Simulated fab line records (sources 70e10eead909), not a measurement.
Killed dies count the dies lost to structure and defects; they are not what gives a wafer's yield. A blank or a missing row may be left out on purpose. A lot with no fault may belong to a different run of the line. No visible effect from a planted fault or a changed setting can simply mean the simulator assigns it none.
fab line records	flow nandHarc
record: lots: 15	wafers: 45	lastDay: 33
route steps=1302 shown P_CONTACT@249 P_M0@277
lots that met no fault: from a run of the same line without faults
startH: hours from the record's opening day to when the first of the lot's shown wafers began	waitH: hours elapsed since this lot's preceding step	" as in the row above	L1.1+2: one row covering several wafers at once	- no value, or no start was given	* or withheld: withheld	< > ~ a bound
route shown NAME@n: NAME is a module with steps in the file, n the number in the route of the first one	usual: average and standard deviation across the fault-free wafers	same: alike in all rows	chamber/n: place in a boat	sites: each site's reading	_std_site: how widely they spread, as a standard deviation	_edge_site: mean of outer sites minus mean of inner sites	radiusMm: for every site, how far away it sits from the centre of the wafer	mask NAME#n: copy n	behind: the tool/chamber that last shaped the wafer	hold: why the lot went on hold/how many hours it stayed there/how the hold came to an end	device: the transistor (n, p or np) that didn't switch	end of line: the route-end tests of the same wafers	a step given without rows: its recipe and nothing more	killed: the dies lost at the first sort to structure and to defects; this is not the yield of the wafer	map: shows each die of a wafer: x if killed, . if not, _ if none is there
set.NAME: the setting as run; set.NAME@STEP: as run at that earlier step	model.NAME: the simulator's own value behind a step, which no gauge read
one table for each step of the route and one row for each wafer, over a sample of lots
services: when a tool's chamber went out of use (startH, in hours from the record's first day, below 0 if earlier), for how many hours, and the reason
== steps ==
step: NHARC_P_CONTACT_CMP_24
recipe: tOverpolishS: 30	targetThkNm: 200
usual: motorCurrentA: 11.5/1	overpolishRunS: 30.000/0.0097	timeToEndpointS: 39.3/2
lot.wafer	tool	chamber	startH	waitH	motorCurrentA	overpolishRunS	timeToEndpointS
L253.4	cmp-03	0	120.09	0.4	12.3	29.996	41.7
L253.1	"	2	"	"	13.3	29.990	36.9
L253.5	"	1	"	"	9.9	30.021	39.9
L254.1	cmp-01	3	127.40	0.6	11.0	29.994	41.1
L254.6	"	0	"	"	11.6	30.006	35.1
L254.5	"	1	"	"	12.2	29.998	38.3
L255.3	cmp-03	0	140.34	0.3	12.3	29.995	43.0
L255.4	"	2	"	"	13.0	29.991	39.6
L255.2	"	3	"	"	11.6	29.995	39.0
L260.3	cmp-04	3	191.48	0.4	10.6	29.994	36.6
L260.1	"	0	"	"	9.6	30.005	36.6
L260.2	"	1	"	"	12.0	29.996	37.2
L261.4	cmp-01	3	198.88	0.3	10.7	30.002	36.7
L261.3	"	1	"	"	12.1	29.992	38.4
L261.5	"	3	"	"	11.2	29.998	38.0
L262.1	cmp-01	2	213.94	0.6	11.2	30.003	39.5
L262.4	"	3	"	"	11.0	29.978	40.6
L262.6	"	0	"	"	11.6	29.994	39.5
L265.1	cmp-01	2	234.74	0.5	11.2	30.003	40.7
L265.4	"	1	"	"	12.3	30.017	40.6
L265.6	"	3	"	"	10.8	29.985	41.2
L266.2	cmp-01	1	247.16	0.5	11.9	30.003	41.6
L266.4	"	2	"	"	10.8	30.009	42.6
L266.5	"	0	"	"	11.8	29.994	39.2
L267.2	cmp-03	1	272.87	0.6	10.1	30.004	40.6
L267.3	"	2	"	"	13.0	29.999	39.5
L267.5	"	1	"	"	9.4	29.997	40.2
L268.4	cmp-04	3	273.42	0.4	11.2	30.006	40.2
L268.3	"	1	"	"	11.5	30.022	41.9
L268.5	"	0	"	"	9.7	30.019	41.5
L269.3	cmp-01	2	282.85	0.3	11.7	30.004	39.6
L269.1	"	0	"	"	11.4	29.990	36.4
L269.6	"	1	"	"	12.2	29.997	35.7
L270.1	cmp-03	2	285.86	0.5	13.4	30.007	37.2
L270.3	"	3	"	"	12.3	30.010	36.7
L270.4	"	0	"	"	12.4	29.988	36.4
L271.1	cmp-01	1	300.61	0.6	11.4	29.984	40.8
L271.2	"	2	"	"	10.6	29.997	42.4
L271.5	"	1	"	"	11.8	29.988	43.2
L272.3	cmp-01	2	316.48	0.4	10.9	29.997	39.9
L272.5	"	1	"	"	12.2	29.997	38.4
L272.6	"	2	"	"	11.0	30.000	39.3
L276.1	cmp-04	2	345.22	0.6	12.2	30.019	40.4
L276.4	"	3	"	"	11.1	30.004	40.7
L276.5	"	2	"	"	12.2	30.029	37.5
step: NHARC_P_M0_ANNEAL_30
recipe: tempC: 225	timeS: 90
usual: wafer_temp_C_max: 226.3/0.48
lot.wafer	tool	chamber	startH	waitH	wafer_temp_C_max
L253.1	rtpAnneal-02	0	123.15	-	226.6
L253.4	"	0	"	"	227.0
L253.5	"	0	"	"	226.8
L254.1	rtpAnneal-02	0	130.48	-	226.9
L254.5	"	0	"	"	227.3
L254.6	"	0	"	"	226.4
L255.2	rtpAnneal-02	0	143.62	0.3	226.1
L255.3	"	0	"	"	226.2
L255.4	"	0	"	"	226.3
L260.1	rtpAnneal-02	0	194.50	-	226.3
L260.2	"	0	"	"	226.9
L260.3	"	0	"	"	226.9
L261.3	rtpAnneal-02	0	202.06	0.3	226.6
L261.4	"	0	"	"	226.7
L261.5	"	0	"	"	226.4
L262.1	rtpAnneal-02	0	217.08	0.4	226.7
L262.4	"	0	"	"	226.2
L262.6	"	0	"	"	227.0
L265.1	rtpAnneal-01	0	237.88	-	226.0
L265.4	"	0	"	"	225.9
L265.6	"	0	"	"	226.1
L266.2	rtpAnneal-01	0	250.33	-	225.8
L266.4	"	0	"	"	226.1
L266.5	"	0	"	"	225.8
L267.2	rtpAnneal-01	0	276.11	-	225.6
L267.3	"	0	"	"	225.5
L267.5	"	0	"	"	225.5
L268.3	rtpAnneal-02	0	276.75	-	226.4
L268.4	"	0	"	"	226.4
L268.5	"	0	"	"	226.5
L269.1	rtpAnneal-02	0	285.86	0.3	227.1
L269.3	"	0	"	"	226.3
L269.6	"	0	"	"	226.6
L270.1	rtpAnneal-01	0	288.85	-	225.8
L270.3	"	0	"	"	226.0
L270.4	"	0	"	"	225.7
L271.1	rtpAnneal-02	0	303.68	-	226.1
L271.2	"	0	"	"	227.1
L271.5	"	0	"	"	226.4
L272.3	rtpAnneal-01	0	319.71	-	225.9
L272.5	"	0	"	"	225.7
L272.6	"	0	"	"	225.9
L276.1	rtpAnneal-01	0	348.31	-	226.0
L276.4	"	0	"	"	225.9
L276.5	"	0	"	"	226.3
step: NHARC_P_M0_PRE_CLEAN_31
recipe: timeS: 12	tempC: 370	rfPowerW: 300	gas: NH3
usual: heaterPowerW: 640/89
lot.wafer	tool	chamber	startH	waitH	heaterPowerW
L253.1	pecvd-04	2	124.07	0.1	694
L253.5	"	1	"	"	726
L253.4	"	2	"	"	695
L254.1	pecvd-04	0	131.38	0.1	653
L254.6	"	2	"	"	667
L254.5	"	1	"	"	762
L255.2	pecvd-04	0	144.45	0.1	677
L255.3	"	2	"	"	702
L255.4	"	0	"	"	693
L260.1	pecvd-04	0	195.38	0.1	715
L260.3	"	1	"	"	643
L260.2	"	2	"	"	661
L261.3	pecvd-04	0	202.98	0.2	672
L261.5	"	2	"	"	674
L261.4	"	1	"	"	764
L262.1	pecvd-04	2	217.96	0.1	595
L262.6	"	2	"	"	599
L262.4	"	0	"	"	665
L265.1	pecvd-04	2	238.79	0.1	689
L265.4	"	0	"	"	728
L265.6	"	2	"	"	670
L266.2	pecvd-01	0	251.17	0.1	689
L266.4	"	2	"	"	486
L266.5	"	1	"	"	633
L267.2	pecvd-01	2	276.95	0.1	478
L267.3	"	1	"	"	586
L267.5	"	2	"	"	474
L268.3	pecvd-03	2	277.53	0.1	656
L268.4	"	2	"	"	637
L268.5	"	0	"	"	482
L269.3	pecvd-01	0	287.46	0.5	764
L269.1	"	2	"	"	472
L269.6	"	2	"	"	474
L270.1	pecvd-03	1	289.75	0.1	639
L270.3	"	2	"	"	707
L270.4	"	1	"	"	642
L271.2	pecvd-01	1	304.58	0.1	615
L271.1	"	2	"	"	464
L271.5	"	0	"	"	679
L272.3	pecvd-03	0	320.52	0.1	522
L272.6	"	1	"	"	658
L272.5	"	2	"	"	677
L276.1	pecvd-04	2	349.21	0.1	590
L276.4	"	1	"	"	683
L276.5	"	0	"	"	668
step: NHARC_P_M0_DEP_32
recipe: targetThkA: 300	tempC: 370	targetThkNm: 30	pressureTorr: 3	flowSccm: 200	rfW: 450	material: SiCN
usual: chamberPressureTorr: 3.000/0.007	heaterPowerOuterW: 326/60	heaterPowerW: 588/98
lot.wafer	tool	chamber	startH	waitH	chamberPressureTorr	heaterPowerOuterW	heaterPowerW
L253.1	pecvd-04	2	124.20	0.1	2.987	310	577
L253.5	"	1	"	"	3.000	394	716
L253.4	"	2	"	"	2.995	313	571
L254.1	pecvd-04	0	131.49	0.1	3.006	375	626
L254.6	"	2	"	"	2.997	364	647
L254.5	"	1	"	"	2.990	317	609
L255.2	pecvd-04	0	144.53	0.1	3.012	367	631
L255.3	"	2	"	"	3.000	367	645
L255.4	"	0	"	"	3.005	374	638
L260.1	pecvd-04	0	195.46	0.1	-	-	-
L260.3	"	1	"	"	-	-	-
L260.2	"	2	"	"	-	-	-
L261.3	pecvd-04	0	203.09	0.1	-	-	-
L261.5	"	2	"	"	-	-	-
L261.4	"	1	"	"	-	-	-
L262.1	pecvd-04	2	218.04	0.1	-	-	-
L262.6	"	2	"	"	-	-	-
L262.4	"	0	"	"	-	-	-
L265.1	pecvd-04	2	238.93	0.1	3.004	304	554
L265.4	"	0	"	"	3.001	406	682
L265.6	"	2	"	"	3.002	307	556
L266.2	pecvd-01	0	251.29	0.1	2.998	412	735
L266.4	"	2	"	"	3.000	188	378
L266.5	"	1	"	"	2.997	336	616
L267.2	pecvd-01	2	277.03	0.1	3.010	241	441
L267.3	"	1	"	"	2.990	312	571
L267.5	"	2	"	"	2.996	246	450
L268.3	pecvd-03	2	277.61	0.1	2.996	329	629
L268.4	"	2	"	"	3.004	333	632
L268.5	"	0	"	"	3.001	241	424
L269.3	pecvd-01	0	287.54	0.1	3.013	438	736
L269.1	"	2	"	"	2.994	243	443
L269.6	"	2	"	"	2.994	246	452
L270.1	pecvd-03	1	289.83	0.1	3.002	356	633
L270.3	"	2	"	"	3.001	329	631
L270.4	"	1	"	"	2.996	360	621
L271.2	pecvd-01	1	304.69	0.1	3.021	321	583
L271.1	"	2	"	"	2.992	186	376
L271.5	"	0	"	"	2.998	405	722
L272.3	pecvd-03	0	320.66	0.1	3.011	213	386
L272.6	"	1	"	"	2.994	347	626
L272.5	"	2	"	"	3.008	310	590
L276.1	pecvd-04	2	349.31	0.1	2.999	284	537
L276.4	"	1	"	"	2.994	355	656
L276.5	"	0	"	"	2.996	310	511
== services ==
tool	chamber	startH	hours	kind
cmp-03	-	106.42	3.8	repair
cmp-04	-	112.51	4.0	pm
cmp-03	-	114.22	2.3	repair
cmp-03	-	123.53	0.4	repair
pecvd-01	-	130.00	13.0	pm
cmp-03	-	134.01	4.0	repair
cmp-03	-	148.93	0.6	repair
cmp-03	-	162.24	4.0	pm
cmp-03	-	183.96	6.3	repair
cmp-01	-	185.50	4.0	pm
pecvd-03	-	185.56	13.0	pm
pecvd-04	-	201.76	0.9	repair
pecvd-03	-	203.43	2.8	repair
pecvd-03	1	230.96	7.7	repair
cmp-03	-	260.24	4.0	pm
pecvd-04	-	276.10	13.0	pm
cmp-01	-	283.50	4.0	pm
cmp-03	-	296.32	7.5	repair
pecvd-04	-	302.30	1.9	repair
cmp-03	-	309.23	1.8	repair
pecvd-01	-	311.00	13.0	pm
pecvd-04	-	315.63	1.8	repair
pecvd-03	-	334.73	0.5	repair
pecvd-04	-	337.61	0.6	repair
== key ==
firstSign: step: NHARC_P_M0_DEP_32	reading: toolRecord	direction: missing
effect none on later readings
metAt NHARC_P_M0_DEP_32
struckLots L260,L261,L262
sortLeftOut L260.1,L260.2,L260.3,L261.3,L261.4,L261.5,L262.1,L262.4,L262.6
notActingAt NHARC_P_CONTACT_CMP_24,NHARC_P_M0_ANNEAL_30,NHARC_P_M0_PRE_CLEAN_31
onsetBetween 144.53 195.46
fault: kind: skippedStepWhole	tool: pecvd-04	chamber: -	onsetH: 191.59	steps: NHARC_P_M0_DEP_32	scope: struckLotsOnly
sortLeftOut: the simulated sort isn't trusted on such a fault, so these wafers' sort isn't shown, and their yield isn't known
